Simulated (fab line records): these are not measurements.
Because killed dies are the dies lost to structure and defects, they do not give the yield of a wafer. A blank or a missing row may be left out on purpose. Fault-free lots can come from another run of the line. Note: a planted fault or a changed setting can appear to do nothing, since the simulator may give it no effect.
A lot that was struck, set against a sound lot | flow n5 finfet | 20 steps out of a route of 1938
Sound: wafers L937.1, L937.2, L937.3. Struck: wafers L950.2, L950.3, L950.5. The cause is named last.
Each step with rows lists, per side, the tool, then ch with its chambers, then its first start. Under that, the readings that differ: sound wafers | struck wafers | difference of the means | sigmas: that difference in standard deviations of wafers without a fault.
alike: readings whose means differ by less than 2 such deviations, and words and numbers that are the same on both sides. not compared: withheld readings, readings that some wafer has no value for, bounds like >300 that may hide the same value, and numbers for which the record gives no deviation and whose values overlap.
Wherever a step has rows on one side only, a row that says differs or no value, or a row with sigmas, the two part there. When numbers do not overlap yet have no deviation, they are printed without sigmas and do not part them. A reading that every wafer of one side lacks parts them only if that side has two wafers or more.

first, 9 steps without rows for these wafers: N5_BEOL_M1_COAT_67 (time 60 s, resist thk 60 nm); N5_BEOL_M1_COAT_68 (time 60 s, resist thk 12 nm); N5_BEOL_M1_COAT_76 (time 60 s, resist thk 5 nm); N5_BEOL_M1_COAT_22 (resist thk 30 nm); N5_BEOL_M1_EBR_24; N5_BEOL_M1_SOFTBAKE_23 (time 60 s); N5_BEOL_M1_EXPOSE_25 (exposes mask V0, defocus 5 nm, target cd 24 nm); N5_BEOL_M1_PEB_26 (peb time 60 s); N5_BEOL_M1_DEVELOP_27 (develop time 30 s).
N5_BEOL_M1_CD_MEAS_28: target cd y 23.3 nm.
  sound on cd sem-02 ch 0, day 7 13:02; struck on cd sem-02 ch 0, day 10 20:25
  alike: cd nm
N5_BEOL_M1_OVL_MEAS_29:
  sound on overlay-01 ch 0, day 7 13:04; struck on overlay-01 ch 0, day 10 20:27
  alike: V0_OVL
N5_BEOL_M1_INSPECT_30: inspects for defects (brightfield).
  sound on defect inspect-01 at day 7 13:08; struck on defect inspect-01 at day 10 20:30
  alike: raw defect count
N5_BEOL_M1_DESCUM_33: chemistry O2, time 7 s.
  sound on rie diel-06 ch 0,2,3, day 7 13:21; struck on rie diel-01 ch 1,3, day 10 20:32
  reading                                      | sound      | struck     | difference | sigmas
  model.CAR-EUV_of_BEOL_M1_COAT_22.thk nm (nm) | 26 26.2 26 | 25.2 25 25 | -1.0       |
  alike: drypump motor current A, oes product au, rf vpp V, showerhead plenum p Torr, throttle valve pct
  not compared: rf hours counter h
N5_BEOL_M1_ETCH_77: etches underlayer in N2/H2, target depth 6.5 nm, time 5.2 s.
  sound on rie diel-06 ch 0,2,3, day 7 13:23; struck on rie diel-01 ch 1,3, day 10 20:34
  reading             | sound             | struck            | difference | sigmas
  h2 flow sccm (sccm) | 201.4 200.2 200.3 | 199.4 199.3 199.5 | -1.2       | -2
  alike: drypump motor current A, etch rf on time s, oes product au, rf vpp V, showerhead plenum p Torr, throttle valve pct
  not compared: rf hours counter h
N5_BEOL_M1_ETCH_69: etches SiARC in CF4, target depth 15.6 nm, time 26 s.
  sound on rie diel-06 ch 0,2,3, day 7 13:24; struck on rie diel-01 ch 1,3, day 10 20:35
  alike: drypump motor current A, etch rf on time s, oes product au, rf vpp V, showerhead plenum p Torr, throttle valve pct
  not compared: rf hours counter h
N5_BEOL_M1_ALD_98: deposits SiO2, target thk 2.5 nm, pulse time 1 s, co reactant pulse time 1 s.
  sound on ald sin-03 ch 0,1,2, day 7 13:29; struck on ald sin-03 ch 0,2, day 10 20:49
  alike: heater power w, precursor pulse height rel
N5_BEOL_M1_ETCHBACK_99: etches SiO2 in CHF3, target depth 5 nm, time 10.4 s.
  sound on rie diel-06 ch 1,2,3, day 7 16:37; struck on rie diel-01 ch 1,3, day 11 01:20
  reading                                      | sound          | struck      | difference | sigmas
  model.CAR-EUV_of_BEOL_M1_COAT_22.thk nm (nm) | 10.2 10.4 10.4 | 9.6 9.4 9.4 | -0.9       |
  alike: drypump motor current A, oes product au, rf vpp V, showerhead plenum p Torr, throttle valve pct
  not compared: rf hours counter h
N5_BEOL_M1_ETCH_70: etches SOC in N2/H2, target depth 80 nm, overetch 16 nm, time 120 s.
  sound on rie diel-06 ch 1,2,3, day 7 16:40; struck on rie diel-01 ch 1,3, day 11 01:23
  alike: drypump motor current A, h2 flow sccm, oes product au, rf vpp V, showerhead plenum p Torr, throttle valve pct
  not compared: rf hours counter h
-- here the record skips 2 days between the struck wafers' starts before and after, leaving off in module BEOL_M1 and picking up in module BEOL_M4 (first step shown: number 1111 of the route) --
N5_BEOL_M4_RC_MEAS_101:
  sound on prober-02 ch 0, day 9 03:22; struck on prober-01 ch 0, day 13 08:59
  alike: DIBL_N, DIBL_P, IOFF_N, IOFF_P, ION_N, ION_P, SS_N, SS_P, VT_N, VT_P
N5_PASSIVATION_PROBE_49:
  sound wafers here have rows in the record (prober-01, day 13 21:02); struck ones have none

WHERE THEY PART
Last at N5_PASSIVATION_PROBE_49 as far as this record goes, first at N5_BEOL_M1_ETCH_77.

WHY: what had been put in by the simulator
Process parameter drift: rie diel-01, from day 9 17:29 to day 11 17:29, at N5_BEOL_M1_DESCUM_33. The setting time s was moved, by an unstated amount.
